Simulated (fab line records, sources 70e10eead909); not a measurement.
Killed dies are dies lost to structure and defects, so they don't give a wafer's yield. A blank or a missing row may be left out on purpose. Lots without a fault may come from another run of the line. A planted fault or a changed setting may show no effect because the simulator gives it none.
Which tool did it? | flow nand_harc | 13 lots, 39 wafers sampled, at 5 steps of a route of 1302

WHAT THE GAUGES READ, wafer by wafer
NHARC_THIN_TSV_CD_MEAS_16. Usual: cd_nm 999.3 nm, standard deviation 2.
lot  | measured     | on        | cd_nm (nm)           | flag
L957 | day 25 19:03 | cd_sem-02 | 1001.3 1003.5 1001.4 |
L958 | day 25 20:06 | cd_sem-03 | 1001.0 999.2 997.9   |
L962 | day 26 15:44 | cd_sem-01 | 998.6 997.9 999.6    |
L963 | day 27 11:04 | cd_sem-01 | 998.5 995.0 995.2    |
L966 | day 28 07:22 | cd_sem-02 | 999.7 999.4 999.6    |
L967 | day 28 18:17 | cd_sem-01 | 1001.0 1001.4 1000.0 |
L975 | day 31 16:11 | cd_sem-03 | 996.4 995.3 998.9    |
L973 | day 31 17:29 | cd_sem-02 | 1001.6 1000.7 1001.2 |
L974 | day 32 03:38 | cd_sem-01 | 997.9 995.7 997.2    |
L976 | day 32 04:51 | cd_sem-02 | 1001.0 998.0 997.1   |
L977 | day 32 17:18 | cd_sem-02 | 996.0 997.1 996.4    |
L978 | day 33 16:23 | cd_sem-03 | 1001.1 1002.5 1002.5 |
L979 | day 33 15:09 | cd_sem-02 | 1003.4 1002.4 1002.1 |

NHARC_END_SORT_01. Usual: killed_at_array 49, standard deviation 18; killed_at_other 0.8, standard deviation 1; killed_at_periphery 4.2, standard deviation 2.8; killed_dies 54, standard deviation 18; killed_open 3.0, standard deviation 1.7; killed_short 2.5, standard deviation 1.6.
lot  | measured     | on        | killed_at_array | killed_at_other | killed_at_periphery | killed_dies | killed_open | killed_short | flag
L963 | day 27 23:38 | prober-01 | 46 117 107      | 3 2 2           | 3 3 3               | 52 122 112  | 3 3 3       | 2 3 3        |

WHICH TOOL RAN EACH LOT (tool, then ch and the chambers of the sampled wafers, then the start)
lot  | NHARC_A_CONTACT_STRIP_26           | NHARC_A_M1_PVD_21                       | NHARC_A_M1_ANNEAL_31
L957 | rie_diel-04 ch 1,2, day 24 11:38   | pvd_sputter-01, day 24 23:55 or earlier | rtp_anneal-02 ch 0, day 24 23:55
L958 | rie_diel-13 ch 1,2,3, day 24 11:41 | pvd_sputter-02, day 25 00:31 or earlier | rtp_anneal-01 ch 0, day 25 00:31
L962 | rie_diel-13 ch 1,2,3, day 25 05:19 | pvd_sputter-02, day 25 18:31 or earlier | rtp_anneal-02 ch 0, day 25 18:31
L963 | rie_diel-13 ch 1,3, day 26 03:14   | pvd_sputter-01, day 26 16:14 or earlier | rtp_anneal-01 ch 0, day 26 16:14
L966 | rie_diel-04 ch 0,2,3, day 26 23:48 | pvd_sputter-02, day 27 12:23 or earlier | rtp_anneal-02 ch 0, day 27 12:23
L967 | rie_diel-08 ch 0,2, day 27 10:54   | pvd_sputter-03, day 27 23:25 or earlier | rtp_anneal-02 ch 0, day 27 23:25
L975 | rie_diel-08 ch 1,3, day 30 09:08   | pvd_sputter-01, day 30 21:38 or earlier | rtp_anneal-02 ch 0, day 30 21:38
L973 | rie_diel-13 ch 2,3, day 30 11:28   | pvd_sputter-02, day 30 23:59 or earlier | rtp_anneal-02 ch 0, day 30 23:59
L974 | rie_diel-13 ch 0,2,3, day 30 14:46 | pvd_sputter-02, day 31 03:20 or earlier | rtp_anneal-01 ch 0, day 31 03:20
L976 | rie_diel-13 ch 0,1,3, day 30 16:07 | pvd_sputter-03, day 31 04:41 or earlier | rtp_anneal-01 ch 0, day 31 04:41
L977 | rie_diel-13 ch 0,1,3, day 31 08:00 | pvd_sputter-03, day 31 20:46 or earlier | rtp_anneal-01 ch 0, day 31 20:46
L978 | rie_diel-13 ch 1,2,3, day 32 08:04 | pvd_sputter-02, day 32 20:38 or earlier | rtp_anneal-01 ch 0, day 32 20:38
L979 | rie_diel-13 ch 1,3, day 32 08:32   | pvd_sputter-03, day 32 21:16 or earlier | rtp_anneal-02 ch 0, day 32 21:16
- NHARC_A_CONTACT_STRIP_26: strips in O2.
- NHARC_A_M1_PVD_21: deposits Cu, target thk 30 nm, time 20.49 s.
- NHARC_A_M1_ANNEAL_31: time 90 s.

WHAT THE TOOLS THEMSELVES READ (means of the sampled wafers that have a number; where no wafer has one, the mark that the record gives instead)
NHARC_A_CONTACT_STRIP_26. Usual: drypump_motor_current_A 5.8 A, standard deviation 0.39; o2_flow_sccm 500.0 sccm, standard deviation 1.3; oes_product_au 1.002 a.u., standard deviation 0.012; rf_vpp_V 57.6 V, standard deviation 0.89; showerhead_plenum_p_Torr 3.48 Torr, standard deviation 0.16; throttle_valve_pct 17.037 %, standard deviation 0.0082.
lot  | tool        | drypump_motor_current_A (A) | o2_flow_sccm (sccm) | oes_product_au (a.u.) | rf_vpp_V (V) | showerhead_plenum_p_Torr (Torr) | throttle_valve_pct (%) | flag
L957 | rie_diel-04 | 5.9                         | 500.7               | 1.015                 | 56.7         | 3.40                            | 17.038                 |
L958 | rie_diel-13 | 6.1                         | 501.5               | 1.001                 | 58.5         | 3.39                            | 17.033                 |
L962 | rie_diel-13 | 6.1                         | 500.3               | 1.000                 | 56.8         | 3.39                            | 17.035                 |
L963 | rie_diel-13 | 6.1                         | 499.4               | 1.005                 | 56.6         | 3.40                            | 17.026                 |
L966 | rie_diel-04 | 5.5                         | 500.0               | 0.997                 | 58.2         | 3.54                            | 17.028                 |
L967 | rie_diel-08 | 5.7                         | 499.5               | 1.002                 | 56.8         | 3.38                            | 17.041                 |
L975 | rie_diel-08 | 5.9                         | 500.0               | 1.006                 | 58.0         | 3.44                            | 17.035                 |
L973 | rie_diel-13 | 6.1                         | 500.0               | 0.988                 | 57.3         | 3.38                            | 17.036                 |
L974 | rie_diel-13 | 5.8                         | 499.8               | 0.986                 | 58.2         | 3.53                            | 17.038                 |
L976 | rie_diel-13 | 5.8                         | 500.4               | 0.998                 | 57.1         | 3.54                            | 17.043                 |
L977 | rie_diel-13 | 5.8                         | 499.2               | 1.002                 | 59.2         | 3.54                            | 17.040                 |
L978 | rie_diel-13 | 6.1                         | 499.7               | 0.999                 | 57.3         | 3.38                            | 17.037                 |
L979 | rie_diel-13 | 5.9                         | 500.1               | 0.989                 | 57.6         | 3.43                            | 17.036                 |

NHARC_A_M1_PVD_21. Usual: throttle_valve_pct 29.9 %, standard deviation 0.87.
lot  | tool           | throttle_valve_pct (%) | flag
L957 | pvd_sputter-01 | 29.8                   |
L958 | pvd_sputter-02 | 30.2                   |
L962 | pvd_sputter-02 | 29.8                   |
L963 | pvd_sputter-01 | 29.3                   |
L966 | pvd_sputter-02 | 30.4                   |
L967 | pvd_sputter-03 | 29.8                   |
L975 | pvd_sputter-01 | 29.0                   |
L973 | pvd_sputter-02 | 30.3                   |
L974 | pvd_sputter-02 | 30.0                   |
L976 | pvd_sputter-03 | 30.1                   |
L977 | pvd_sputter-03 | 29.8                   |
L978 | pvd_sputter-02 | 30.1                   |
L979 | pvd_sputter-03 | 29.2                   |

NHARC_A_M1_ANNEAL_31. Usual: anneal_temp_c 225.02 C, standard deviation 0.21; wafer_temp_C_max 225.83, standard deviation 0.21.
lot  | tool          | anneal_temp_c (C) | wafer_temp_C_max | flag
L957 | rtp_anneal-02 | 225.37            | 225.73           |
L958 | rtp_anneal-01 | 225.20            | 225.60           |
L962 | rtp_anneal-02 | 225.26            | 225.89           |
L963 | rtp_anneal-01 | 224.96            | 225.72           |
L966 | rtp_anneal-02 | 224.82            | 225.71           |
L967 | rtp_anneal-02 | 224.79            | 225.67           |
L975 | rtp_anneal-02 | 224.93            | 225.91           |
L973 | rtp_anneal-02 | 225.07            | 225.69           |
L974 | rtp_anneal-01 | 224.75            | 225.86           |
L976 | rtp_anneal-01 | 225.04            | 225.67           |
L977 | rtp_anneal-01 | 224.89            | 225.91           |
L978 | rtp_anneal-01 | 225.19            | 225.73           |
L979 | rtp_anneal-02 | 225.01            | 225.95           |

THE ANSWER, worked out from the rows above alone
Rule: a lot is off if the mean of its wafers that have a number lies more than 3 standard deviations from the usual mean. A lot without any number at a reading at which 4 lots or more have one is off too. The other lots that the step has rows for count as sound. The gauges are gone through in route order, then the tools' own readings, and for those a lot's mean is taken as printed above. The first step at which some lot is off is used, and at that step the reading that is off furthest; a lot without a number counts as furthest.
No lot is off at any reading shown: from this, nothing can be told.

WHAT THE SIMULATOR HAD PUT IN
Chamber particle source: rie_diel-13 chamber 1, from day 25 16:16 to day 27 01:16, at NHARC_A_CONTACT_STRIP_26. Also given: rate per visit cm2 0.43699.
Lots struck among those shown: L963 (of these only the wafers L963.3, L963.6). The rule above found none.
